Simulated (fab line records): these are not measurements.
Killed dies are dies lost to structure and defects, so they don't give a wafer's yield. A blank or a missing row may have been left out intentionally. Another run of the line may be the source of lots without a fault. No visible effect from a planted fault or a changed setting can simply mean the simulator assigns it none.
fab line records + flow nand-harc
record:
- lots: 6
- wafers: 18
- last-day: 33
route steps=1302 shown P_ZERO_WELL@29 END@1302
lots that met no fault: from a run of the same line without faults
start-h: start of the lot's first displayed wafer, in hours after the record's first day + wait-h: time in hours since the lot's previous step + " repeats the value in the row above + L1.1+2: one row covering several wafers at once + - either no value or no given start + * or withheld: withheld + < > ~ a bound
route shown NAME@n: NAME is a module with steps in the file, n the number in the route of the first one + usual: mean/standard deviation of fault-free wafers + same: alike in all rows + chamber/n: place in a boat + sites: per-site readings + _std_site: standard deviation of those values + _edge_site: inner sites' mean taken away from outer sites' mean + radius-mm: for every site, how far away it sits from the centre of the wafer + mask NAME#n: copy n + behind: the last tool/chamber to shape the wafer + hold: reason for holding the lot/hours on hold/outcome of the hold + device: whichever transistor did not switch (one of n, p or np) + end of line: tests run on the same wafers once the route is complete + a step with no rows: only its recipe + killed: at the first sort, the dies lost to defects and structure; wafer yield is something else + map: shows each die of a wafer: x if killed, . if not, _ if none is there
set.NAME: the setting that was run; set.NAME@STEP: the one run at that earlier step + model.NAME: the simulator's own value behind a step, which no gauge read
a table for each step, a row for each wafer; lots at some steps of the route
services: a tool's chamber out of use, with start hour (start-h, from the record's first day; less than 0 if before it), hours out, and reason
== steps ==
step: NHARC_P_ZERO_WELL_CD_MEAS_24
recipe:
- target-cd-nm: 720
- landing-energy-ev: 500
usual:
- cd-nm: 720.6/2.3
| lot.wafer | tool      | chamber | start-h | wait-h | cd-nm |
|-----------|-----------|---------|---------|--------|-------|
| L604.1    | cd-sem-03 | 0       | 82.50   | -      | 721.2 |
| L604.2    | "         | 0       | "       | "      | 722.1 |
| L604.5    | "         | 0       | "       | "      | 721.4 |
| L606.4    | cd-sem-03 | 0       | 102.85  | -      | 721.2 |
| L606.5    | "         | 0       | "       | "      | 719.5 |
| L606.6    | "         | 0       | "       | "      | 719.2 |
| L611.1    | cd-sem-01 | 0       | 152.45  | -      | 720.1 |
| L611.2    | "         | 0       | "       | "      | 720.2 |
| L611.5    | "         | 0       | "       | "      | 719.3 |
| L612.1    | cd-sem-01 | 0       | 162.49  | -      | 722.7 |
| L612.2    | "         | 0       | "       | "      | 724.1 |
| L612.3    | "         | 0       | "       | "      | 721.9 |
| L618.1    | cd-sem-01 | 0       | 222.37  | -      | 720.1 |
| L618.2    | "         | 0       | "       | "      | 719.0 |
| L618.4    | "         | 0       | "       | "      | 718.3 |
| L621.3    | cd-sem-02 | 0       | 252.58  | -      | 725.0 |
| L621.4    | "         | 0       | "       | "      | 724.8 |
| L621.5    | "         | 0       | "       | "      | 721.5 |
step: NHARC_P_ZERO_WELL_HARDBAKE_25
recipe:
- temp-c: 125
- time-s: 80
step: NHARC_P_ZERO_WELL_DESCUM_26
recipe:
- time-s: 3
- o2-flow-sccm: 200
- ar-flow-sccm: 0
- bias-power-w: 0
- chemistry: O2
usual:
- chamber-pressure-mTorr: 60.00/0.054
- drypump-motor-current-A: 5.7/0.38
- mfc-ar-sccm: 0.008/0.01
- oes-product-au: 1.002/0.013
- rf-vpp-V: 57.7/0.86
- showerhead-plenum-p-Torr: 1.91/0.093
- throttle-valve-pct: 11.312/0.0095
| lot.wafer | tool        | chamber | start-h | wait-h | chamber-pressure-mTorr | drypump-motor-current-A | mfc-ar-sccm | oes-product-au | rf-hours-counter-h | rf-vpp-V | showerhead-plenum-p-Torr | throttle-valve-pct |
|-----------|-------------|---------|---------|--------|------------------------|-------------------------|-------------|----------------|--------------------|----------|--------------------------|--------------------|
| L604.2    | rie-diel-07 | 1       | 82.66   | -      | 60.05                  | 5.9                     | 0.018       | 1.016          | 38                 | 55.8     | 1.76                     | 11.300             |
| L604.1    | "           | 2       | "       | "      | 59.97                  | 5.1                     | 0.003       | 1.012          | 46                 | 56.6     | 1.87                     | 11.325             |
| L604.5    | "           | 3       | "       | "      | 59.97                  | 5.4                     | 0.027       | 0.988          | -                  | 57.7     | 1.78                     | 11.303             |
| L606.4    | rie-diel-04 | 1       | 103.01  | -      | 59.93                  | 5.5                     | 0           | 0.990          | 29                 | 59.0     | 2.05                     | 11.313             |
| L606.5    | "           | 1       | "       | "      | 60.04                  | 5.5                     | 0           | 0.991          | -                  | 59.0     | 2.05                     | 11.308             |
| L606.6    | "           | 2       | "       | "      | 59.99                  | 5.6                     | 0.037       | 0.995          | -                  | 57.2     | 1.97                     | 11.295             |
| L611.1    | rie-diel-07 | 3       | 152.63  | -      | 59.91                  | 5.4                     | 0.027       | 0.988          | 11                 | 57.4     | 2.07                     | 11.317             |
| L611.2    | "           | 0       | "       | "      | 60.02                  | 5.2                     | 0           | 0.999          | 9                  | 58.4     | 2.00                     | 11.317             |
| L611.5    | "           | 2       | "       | "      | 60.05                  | 5.1                     | 0.003       | 0.994          | -                  | 55.9     | 1.86                     | 11.301             |
| L612.1    | rie-diel-01 | 0       | 162.65  | -      | 60.07                  | 5.7                     | 0.010       | 1.016          | 41                 | 58.4     | 1.88                     | 11.312             |
| L612.2    | "           | 2       | "       | "      | 59.99                  | 5.7                     | 0           | 1.008          | 46                 | 56.4     | 1.94                     | 11.332             |
| L612.3    | "           | 3       | "       | "      | 60.05                  | 6.3                     | 0           | 1.003          | 46                 | 59.1     | 1.94                     | 11.304             |
| L618.1    | rie-diel-01 | 2       | 222.54  | -      | 60.02                  | 5.7                     | 0           | 1.007          | 3                  | 59.1     | 1.93                     | 11.313             |
| L618.2    | "           | 3       | "       | "      | 60.10                  | 6.3                     | 0           | 1.011          | 3                  | 57.4     | 1.93                     | 11.313             |
| L618.4    | "           | 0       | "       | "      | 60.01                  | 5.7                     | 0.010       | 1.036          | 3                  | 57.4     | 1.87                     | 11.317             |
| L621.3    | rie-diel-01 | 2       | 252.74  | -      | 60.02                  | 5.7                     | 0           | 0.994          | 10                 | 57.4     | 1.93                     | 11.325             |
| L621.4    | "           | 1       | "       | "      | 60.00                  | 6.2                     | 0           | 0.995          | 11                 | 58.2     | 1.79                     | 11.327             |
| L621.5    | "           | 3       | "       | "      | 59.98                  | 6.3                     | 0           | 1.003          | -                  | 58.4     | 1.93                     | 11.305             |
step: NHARC_P_ZERO_WELL_IMPLANT_27
recipe:
- energy-kev: 600
- dose-cm2: 1e+13
- tilt-deg: 7
step: NHARC_P_ZERO_WELL_IMPLANT_57
recipe:
- energy-kev: 250
- dose-cm2: 4e+12
- tilt-deg: 7
step: NHARC_P_ZERO_WELL_IMPLANT_58
recipe:
- energy-kev: 100
- dose-cm2: 2e+12
- tilt-deg: 7
step: NHARC_P_ZERO_WELL_STRIP_28
recipe:
- time-s: 840
- temp-c: 130
- chemistry: SPM
step: NHARC_P_ZERO_WELL_DEHYDRATE_29
recipe:
- temp-c: 150
- time-s: 120
step: NHARC_P_ZERO_WELL_HMDS_30
recipe:
- time-s: 30
step: NHARC_P_ZERO_WELL_COAT_31
recipe:
- spin-rpm: withheld
step: NHARC_P_ZERO_WELL_SOFTBAKE_32
recipe:
- temp-c: 122
- time-s: 95
step: NHARC_P_ZERO_WELL_EBR_33
step: NHARC_P_ZERO_WELL_EXPOSE_34
recipe:
- na: 0.6
- target-cd-nm: 720
- dose-mj: 22.31
- mask-id: P_PWELL
| lot.wafer  | tool           | chamber | start-h | wait-h | mask      |
|------------|----------------|---------|---------|--------|-----------|
| L604.1+2+5 | krf-scanner-01 | 0       | 83.88   | -      | P_PWELL#0 |
| L606.4+5+6 | krf-scanner-04 | 0       | 104.23  | -      | P_PWELL#0 |
| L611.1+2+5 | krf-scanner-04 | 0       | 153.81  | -      | P_PWELL#0 |
| L612.1+2+3 | krf-scanner-04 | 0       | 163.85  | -      | P_PWELL#0 |
| L618.1+2+4 | krf-scanner-03 | 0       | 223.85  | -      | P_PWELL#0 |
| L621.3+4+5 | krf-scanner-03 | 0       | 253.95  | -      | P_PWELL#0 |
step: NHARC_P_ZERO_WELL_PEB_35
recipe:
- peb-temp-c: 118
- peb-time-s: 85
step: NHARC_P_ZERO_WELL_DEVELOP_36
recipe:
- time-s: 70
step: NHARC_P_ZERO_WELL_CD_MEAS_37
recipe:
- target-cd-nm: 720
- landing-energy-ev: 500
usual:
- cd-nm: 720.0/1.8
| lot.wafer | tool      | chamber | start-h | wait-h | cd-nm |
|-----------|-----------|---------|---------|--------|-------|
| L604.1    | cd-sem-01 | 0       | 84.03   | -      | 719.4 |
| L604.2    | "         | 0       | "       | "      | 719.7 |
| L604.5    | "         | 0       | "       | "      | 722.1 |
| L606.4    | cd-sem-03 | 0       | 104.37  | -      | 719.8 |
| L606.5    | "         | 0       | "       | "      | 719.6 |
| L606.6    | "         | 0       | "       | "      | 720.0 |
| L611.1    | cd-sem-03 | 0       | 153.96  | -      | 726.8 |
| L611.2    | "         | 0       | "       | "      | 726.8 |
| L611.5    | "         | 0       | "       | "      | 719.2 |
| L612.1    | cd-sem-03 | 0       | 164.01  | -      | 731.0 |
| L612.2    | "         | 0       | "       | "      | 731.2 |
| L612.3    | "         | 0       | "       | "      | 723.7 |
| L618.1    | cd-sem-03 | 0       | 224.00  | -      | 720.6 |
| L618.2    | "         | 0       | "       | "      | 721.6 |
| L618.4    | "         | 0       | "       | "      | 720.2 |
| L621.3    | cd-sem-03 | 0       | 254.10  | -      | 722.3 |
| L621.4    | "         | 0       | "       | "      | 720.5 |
| L621.5    | "         | 0       | "       | "      | 723.0 |
step: NHARC_P_ZERO_WELL_HARDBAKE_38
recipe:
- temp-c: 125
- time-s: 80
step: NHARC_END_SORT_01
recipe:
- temp-c: 25
usual:
- killed-at-array: 57/20
- killed-at-other: 1.0/1.5
- killed-at-periphery: 3.5/2.5
- killed-dies: 62/21
- killed-open: 3.5/1.9
- killed-short: 2.4/1.6
same:
- gross-dies: 677
| lot.wafer | tool      | chamber | start-h | wait-h | killed-at-array | killed-at-other | killed-at-periphery | killed-dies | killed-open | killed-short |
|-----------|-----------|---------|---------|--------|-----------------|-----------------|---------------------|-------------|-------------|--------------|
| L606.4    | prober-01 | 0       | 647.98  | 3.4    | 83              | 2               | 4                   | 89          | 8           | 4            |
| L606.5    | prober-01 | 0       | 648.79  | 3.7    | 77              | 0               | 3                   | 80          | 4           | 1            |
| L606.6    | prober-01 | 0       | 649.59  | 4.0    | 76              | 1               | 7                   | 84          | 4           | 1            |
| L611.1    | prober-01 | 0       | 692.51  | 2.5    | 57              | 1               | 3                   | 61          | 4           | 6            |
| L611.2    | prober-01 | 0       | 693.32  | 2.8    | 50              | 3               | 6                   | 59          | 0           | 2            |
| L611.5    | prober-01 | 0       | 695.74  | 3.7    | 55              | 2               | 3                   | 60          | 1           | 1            |
| L618.1    | prober-02 | 0       | 765.00  | 2.5    | 62              | 0               | 1                   | 63          | 1           | 0            |
| L618.2    | prober-02 | 0       | 765.80  | 2.8    | 55              | 0               | 3                   | 58          | 1           | 2            |
| L618.4    | prober-02 | 0       | 767.40  | 3.4    | 52              | 2               | 2                   | 56          | 3           | 4            |
killed by level:class
L606.4 A_CHANNEL_HOLE_D2:chamber-film-flake=34 A_SLIT:chamber-film-flake=27 A_CHANNEL_HOLE_D1:chamber-film-flake=5 A_WL_FILL:chamber-film-flake=3 A_WL_FILL:geometric-particle:short=2 A_DECK1_JOINT:chamber-film-flake=2 THIN_TSV:chamber-film-flake=2 P_GATE:geometric-particle:open=1
L606.5 A_CHANNEL_HOLE_D2:chamber-film-flake=32 A_SLIT:chamber-film-flake=30 A_CHANNEL_HOLE_D1:chamber-film-flake=6 P_ZERO_WELL:chamber-film-flake=2 A_CHANNEL_FILL_D1:chamber-film-flake=2 A_DECK1_JOINT:chamber-film-flake=2 P_M1:geometric-particle:open=1 A_ONON_D1:geometric-particle:short=1
L606.6 A_SLIT:chamber-film-flake=31 A_CHANNEL_HOLE_D2:chamber-film-flake=27 A_CHANNEL_HOLE_D1:chamber-film-flake=7 P_GATE:chamber-film-flake=4 A_WL_FILL:chamber-film-flake=3 A_CONTACT:chamber-film-flake=3 P_GATE:geometric-particle:short=1 P_GATE:geometric-particle:open=1
L611.1 A_SLIT:chamber-film-flake=26 A_CHANNEL_HOLE_D2:chamber-film-flake=13 A_CHANNEL_HOLE_D1:chamber-film-flake=4 A_CONTACT:chamber-film-flake=4 P_GATE:geometric-particle:short=1 P_CONTACT:geometric-particle:open=1 A_ONON_D1:geometric-particle:open=1 A_CHANNEL_HOLE_D1:geometric-particle:short=1
L611.2 A_SLIT:chamber-film-flake=18 A_CHANNEL_HOLE_D1:chamber-film-flake=11 A_CHANNEL_HOLE_D2:chamber-film-flake=11 P_GATE:chamber-film-flake=5 A_CONTACT:chamber-film-flake=5 THIN_TSV:chamber-film-flake=3 A_STAIRCASE:chamber-film-flake=2 A_CHANNEL_HOLE_D1:geometric-particle:short=1
L611.5 A_SLIT:chamber-film-flake=26 A_CHANNEL_HOLE_D2:chamber-film-flake=14 A_CHANNEL_HOLE_D1:chamber-film-flake=5 A_STAIRCASE:chamber-film-flake=4 A_CONTACT:chamber-film-flake=4 P_GATE:chamber-film-flake=2 STARTING-WAFER:geometric-particle:open=1 STARTING-WAFER:geometric-particle:short=1
L618.1 A_CHANNEL_HOLE_D2:chamber-film-flake=29 A_CHANNEL_HOLE_D1:chamber-film-flake=13 A_SLIT:chamber-film-flake=8 A_CONTACT:chamber-film-flake=5 A_STAIRCASE:chamber-film-flake=2 A_WL_FILL:chamber-film-flake=2 A_ONON_D2:geometric-particle:open=1 P_GATE:chamber-film-flake=1
L618.2 A_CHANNEL_HOLE_D2:chamber-film-flake=27 A_CHANNEL_HOLE_D1:chamber-film-flake=15 A_SLIT:chamber-film-flake=4 A_CHANNEL_FILL_D1:chamber-film-flake=2 A_CONTACT:chamber-film-flake=2 P_M1:geometric-particle:open=1 A_CHANNEL_FILL_D2:geometric-particle:short=1 A_CONTACT:geometric-particle:short=1
L618.4 A_CHANNEL_HOLE_D2:chamber-film-flake=31 A_CHANNEL_HOLE_D1:chamber-film-flake=10 A_SLIT:chamber-film-flake=4 THIN_TSV:chamber-film-flake=2 P_CONTACT:geometric-particle:open=1 P_M0:geometric-particle:short=1 A_CHANNEL_HOLE_D1:geometric-particle:short=1 A_DECK1_JOINT:geometric-particle:short=1
== services ==
| tool           | chamber | start-h | hours | kind   |
|----------------|---------|---------|-------|--------|
| rie-diel-01    | 0       | 60.30   | -     | clean  |
| rie-diel-01    | 1       | 60.30   | -     | clean  |
| rie-diel-01    | 2       | 60.30   | -     | clean  |
| rie-diel-01    | 3       | 60.30   | -     | clean  |
| krf-scanner-03 | -       | 64.92   | 2.5   | repair |
| rie-diel-07    | 0       | 80.69   | 12.8  | repair |
| krf-scanner-03 | -       | 84.89   | 5.4   | repair |
| rie-diel-01    | 0       | 84.92   | -     | clean  |
| rie-diel-01    | 1       | 84.92   | -     | clean  |
| rie-diel-01    | 2       | 84.92   | -     | clean  |
| krf-scanner-01 | -       | 110.63  | 1.5   | repair |
| rie-diel-07    | -       | 117.20  | 9.0   | pm     |
| krf-scanner-01 | -       | 140.00  | 4.0   | pm     |
| krf-scanner-01 | -       | 150.90  | 0.2   | repair |
| rie-diel-07    | 0       | 155.63  | 4.6   | repair |
| krf-scanner-03 | -       | 171.66  | 1.0   | repair |
| rie-diel-04    | -       | 177.90  | 9.0   | pm     |
| krf-scanner-04 | -       | 182.00  | 4.0   | pm     |
| rie-diel-07    | 3       | 199.17  | 1.5   | repair |
| rie-diel-01    | -       | 203.80  | 9.0   | pm     |
| krf-scanner-03 | -       | 224.00  | 4.0   | pm     |
| krf-scanner-04 | -       | 224.25  | 10.2  | repair |
| rie-diel-04    | -       | 237.96  | 0.3   | repair |
| rie-diel-04    | 0       | 238.79  | 1.2   | repair |
== key ==
first-sign:
- step: NHARC_P_ZERO_WELL_CD_MEAS_37
- reading: cd-nm
- direction: up
- sigmas: 4.9
- usual: 720.0
- struck: 728.9
- through: control-loop
effect none on later readings
met-at NHARC_P_ZERO_WELL_EXPOSE_34
struck-wafers L611.1,L611.2,L612.1,L612.2
tester-left-out L611,L612
loop-trim:
- step: NHARC_P_ZERO_WELL_EXPOSE_08
- setting: dose
- lots: L611
onset-between 104.23 153.81
fault:
- kind: process-parameter-drift
- tool: krf-scanner-04
- chamber: -
- onset-h: 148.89
- steps: NHARC_P_ZERO_WELL_EXPOSE_34
- channel: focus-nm
- offset: 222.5
- shape: step
- end-h: 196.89
- scope: struck-wafers-only
tester-left-out: of these lots the tester's yield and bins aren't shown, on N5 and GAA mostly nor the transistor test; their killed dies are dies lost to structure and defects alone, not to doping, threshold or leakage, so they don't give the yield
loop-trim: a control loop set the setting to another value than it would have without faults
